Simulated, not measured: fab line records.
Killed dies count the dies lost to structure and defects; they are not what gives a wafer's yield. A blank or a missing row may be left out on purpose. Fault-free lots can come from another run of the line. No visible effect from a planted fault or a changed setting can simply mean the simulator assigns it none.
Which of the tools did it?	flow n5-finfet	Sampling: 9 lots, 27 wafers, 5 of 1938 route steps

WHAT EACH GAUGE READ, for each wafer
N5_BEOL_M4_THK_MEAS_01. Usual: M4_ILD_THK 79.3 nm, standard deviation 1.2.
lot	measured	on	M4_ILD_THK (nm)	flag
L978	day 8 18:53	film-metro-01	80.6 80.3 82.0	
L980	day 9 07:32	film-metro-02	77.4 77.9 80.0	
L986	day 11 10:55	film-metro-02	78.7 80.3 79.1	
L988	day 11 12:53	film-metro-02	78.8 80.3 81.3	
L990	day 12 06:52	film-metro-02	78.7 79.4 81.1	
L991	day 12 15:40	film-metro-02	77.7 78.9 79.8	
L992	day 12 23:01	film-metro-02	77.4 79.2 80.6	
L995	day 13 08:40	film-metro-01	78.4 78.1 79.0	
L994	day 13 14:04	film-metro-01	76.8 78.4 78.4	

N5_BEOL_M4_RC_MEAS_101. Usual: DIBL_N 36.6 mV/V, standard deviation 1.7; DIBL_P 36.7 mV/V, standard deviation 2; IOFF_N 0.16 nA/um, standard deviation 0.033; IOFF_P 0.22 nA/um, standard deviation 0.04; ION_N 673 uA/um, standard deviation 12; ION_P 463 uA/um, standard deviation 7.9; SS_N 71.7 mV/dec, standard deviation 0.58; SS_P 73.3 mV/dec, standard deviation 0.64; VT_N 249 mV, standard deviation 3.3; VT_P -249 mV, standard deviation 3.1.
lot	measured	on	DIBL_N (mV/V)	DIBL_P (mV/V)	IOFF_N (nA/um)	IOFF_P (nA/um)	ION_N (uA/um)	ION_P (uA/um)	SS_N (mV/dec)	SS_P (mV/dec)	VT_N (mV)	VT_P (mV)	flag
L978	day 9 03:50	prober-02	35.9 35.9 36.2	36.8 37.5 36.7	0.18 0.19 0.20	0.22 0.24 0.24	673 684 679	455 461 458	71.8 72.5 72.3	72.9 73.3 73.2	247 244 246	-251 -250 -250	
L980	day 9 20:04	prober-02	37.1 38.8 38.6	36.4 38.9 37.4	0.16 0.21 0.19	0.18 0.21 0.19	672 690 672	451 458 454	71.4 71.8 72.3	73.4 74.2 73.7	251 243 247	-255 -251 -252	
L986	day 12 02:59	prober-01	35.8 38.3 36.5	36.1 39.4 37.3	0.14 0.19 0.16	0.21 0.27 0.23	670 676 676	464 463 465	71.4 71.7 71.3	72.9 73.5 73.4	253 249 251	-250 -248 -247	
L988	day 12 15:04	prober-01	38.5 33.3 37.5	39.1 33.7 38.1	0.21 0.12 0.19	0.25 0.16 0.24	695 678 675	472 468 473	71.6 70.8 71.2	73.3 72.7 73.4	244 251 247	-249 -256 -252	
L990	day 12 18:20	prober-02	34.3 34.9 35.1	35.1 35.1 35.3	0.12 0.13 0.13	0.18 0.18 0.19	663 658 661	460 455 461	70.5 70.7 71.6	72.7 72.0 73.0	253 251 254	-251 -254 -252	
L991	day 13 08:50	prober-01	37.4 34.4 35.0	37.5 34.5 34.6	0.17 0.12 0.13	0.25 0.20 0.21	671 677 672	462 468 463	71.8 71.2 71.5	73.2 72.4 72.7	251 253 251	-248 -249 -251	
L992	day 13 14:06	prober-02	38.3 37.6 36.4	41.5 39.8 38.1	0.21 0.18 0.16	0.27 0.23 0.21	694 677 669	478 462 459	72.5 71.8 72.8	74.8 73.7 74.0	247 251 252	-251 -249 -251	
L995	day 13 20:07	prober-01	35.2 35.2 35.2	34.2 34.8 34.8	0.14 0.14 0.14	0.21 0.22 0.22	664 677 667	461 471 464	71.9 72.0 71.6	72.5 72.5 72.4	250 251 250	-246 -248 -246	
L994	day 14 01:58	prober-02	36.0 36.1 35.2	37.2 37.1 37.1	0.16 0.16 0.15	0.20 0.21 0.21	664 664 675	458 455 465	71.9 71.8 71.7	73.5 73.3 73.1	247 251 250	-250 -250 -249	

WHICH TOOL RAN EACH LOT (tool, then ch and the chambers of the sampled wafers, then the start)
lot	N5_BEOL_M3_CMP_52	N5_BEOL_M3_PRE_CLEAN_60	N5_BEOL_M4_ETCH_74
L978	cmp-01 ch 0,1,3, day 8 18:16	cvd-co-02 ch 0,1,2, day 8 18:33	rie-diel-04 ch 1,2, day 8 20:49
L980	cmp-02 ch 0,1,3, day 9 06:53	cvd-co-02 ch 0,1,2, day 9 07:11	rie-diel-05 ch 0,1,3, day 9 09:35
L986	cmp-01 ch 0,2, day 11 10:16	cvd-co-01 ch 0,1, day 11 10:34	rie-diel-04 ch 0,2, day 11 13:00
L988	cmp-03 ch 1,2,3, day 11 12:16	cvd-co-01 ch 0,1, day 11 12:31	rie-diel-04 ch 0,2, day 11 14:51
L990	cmp-01 ch 0,2, day 12 05:56	cvd-co-02 ch 0,2, day 12 06:16	rie-diel-04 ch 0,1,3, day 12 08:26
L991	cmp-02 ch 0,3, day 12 14:51	cvd-co-01 ch 0,1,2, day 12 15:17	rie-diel-05 ch 0,1, day 12 18:49
L992	cmp-01 ch 0,1,2, day 12 22:22	cvd-co-02 ch 0,1,2, day 12 22:39	rie-diel-03 ch 2,3, day 13 00:22
L995	cmp-02 ch 0,1,3, day 13 07:58	cvd-co-01 ch 0,1,2, day 13 08:19	rie-diel-03 ch 0,1,3, day 13 11:40
L994	cmp-01 ch 0,1,3, day 13 12:38	cvd-co-02 ch 0,2, day 13 13:42	rie-diel-03 ch 0,2,3, day 13 15:38
- N5_BEOL_M3_CMP_52: polishes, stops on SiOC, t overpolish 6.8 s, target thk 40 nm.
- N5_BEOL_M3_PRE_CLEAN_60: time 15 s.
- N5_BEOL_M4_ETCH_74: etches underlayer in N2/H2, target depth 6.5 nm, time 5.2 s.

WHAT THE TOOLS THEMSELVES READ (means of the sampled wafers that have a number; where no wafer has one, the mark that the record gives instead)
N5_BEOL_M3_CMP_52. Usual: barrier-field-endpoint-s 24.7 s, standard deviation 0.58; head-pressure-psi 1.0000 psi, standard deviation 0.0023; motor-current-A 6.2 A, standard deviation 0.62; overpolish-run-s 6.798 s, standard deviation 0.0086; time-to-endpoint-s 63.5 s, standard deviation 2.6.
lot	tool	barrier-field-endpoint-s (s)	head-pressure-psi (psi)	motor-current-A (A)	overpolish-run-s (s)	time-to-endpoint-s (s)	flag
L978	cmp-01	24.6	0.9996	5.7	6.792	62.9	
L980	cmp-02	24.4	1.0001	6.5	6.796	64.6	
L986	cmp-01	25.1	0.9995	6.0	6.796	64.4	
L988	cmp-03	25.1	1.0003	6.0	6.799	64.8	
L990	cmp-01	24.9	1.0012	5.9	6.794	65.2	
L991	cmp-02	23.7	1.0011	6.7	6.809	59.3	
L992	cmp-01	25.5	1.0008	5.7	6.792	66.7	
L995	cmp-02	24.5	0.9999	6.6	6.791	61.3	
L994	cmp-01	25.4	0.9998	5.6	6.803	66.3	

N5_BEOL_M3_PRE_CLEAN_60. Usual: 88 W for heater-power-w, sd 28.
lot	tool	heater-power-w (W)	flag
L978	cvd-co-02	91	
L980	cvd-co-02	92	
L986	cvd-co-01	83	
L988	cvd-co-01	94	
L990	cvd-co-02	96	
L991	cvd-co-01	81	
L992	cvd-co-02	92	
L995	cvd-co-01	82	
L994	cvd-co-02	118	

N5_BEOL_M4_ETCH_74. Usual: drypump-motor-current-A 5.9 A, standard deviation 0.5; etch-rf-on-time-s 5.23 s, standard deviation 0.12; oes-product-au 0.64 a.u., standard deviation 0.086; rf-vpp-V 523.5 V, standard deviation 2.6; showerhead-plenum-p-Torr 2.54 Torr, standard deviation 0.088; throttle-valve-pct 17.83 %, standard deviation 0.24.
lot	tool	drypump-motor-current-A (A)	etch-rf-on-time-s (s)	oes-product-au (a.u.)	rf-vpp-V (V)	showerhead-plenum-p-Torr (Torr)	throttle-valve-pct (%)	flag
L978	rie-diel-04	6.2	5.17	0.59	525.6	2.58	17.83	
L980	rie-diel-05	5.7	5.31	0.59	523.1	2.51	17.74	
L986	rie-diel-04	6.5	5.35	0.58	524.4	2.58	17.85	
L988	rie-diel-04	6.5	4.06	0.69	524.2	2.58	17.90	OFF
L990	rie-diel-04	6.2	4.63	0.77	522.5	2.55	17.60	OFF
L991	rie-diel-05	5.3	5.25	0.66	525.9	2.58	17.68	
L992	rie-diel-03	5.8	5.12	0.78	523.8	2.56	18.03	
L995	rie-diel-03	5.8	5.14	0.67	521.2	2.48	17.83	
L994	rie-diel-03	5.6	5.24	0.70	523.4	2.52	17.98	

THE ANSWER, worked out from the rows above alone
Rule: a lot is off if the mean of its wafers that have a number lies more than 3 standard deviations from the usual mean. A lot without any number at a reading at which 4 lots or more have one is off too. The other lots that the step has rows for count as sound. The gauges are gone through in route order, then the tools' own readings, and for those a lot's mean is taken as printed above. The first step at which some lot is off is used, and at that step the reading that is off furthest; a lot without a number counts as furthest.
Off, at N5_BEOL_M4_ETCH_74 on etch-rf-on-time-s: L988, L990.
If a tool, at that step or one of the process steps before it, ran each lot that is off and ran no sound lot following the first of them, it fits. One fits: N5_BEOL_M4_ETCH_74 on rie-diel-04. Its last sound lot is L986 (day 11 13:00), its first lot that is off L988 (day 11 14:51): a fault that began between those two fits.
The tool's own readings at N5_BEOL_M4_ETCH_74 bear it out: on the lots that are off they differ by more than 5 times the standard deviation of the sound lots' means. etch-rf-on-time-s reads 4.34 s there against 5.23 s on the sound lots.

WHAT THE SIMULATOR HAD INSERTED
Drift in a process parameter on rie-diel-04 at N5_BEOL_M4_ETCH_74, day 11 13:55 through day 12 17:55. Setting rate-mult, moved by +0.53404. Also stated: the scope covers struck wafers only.
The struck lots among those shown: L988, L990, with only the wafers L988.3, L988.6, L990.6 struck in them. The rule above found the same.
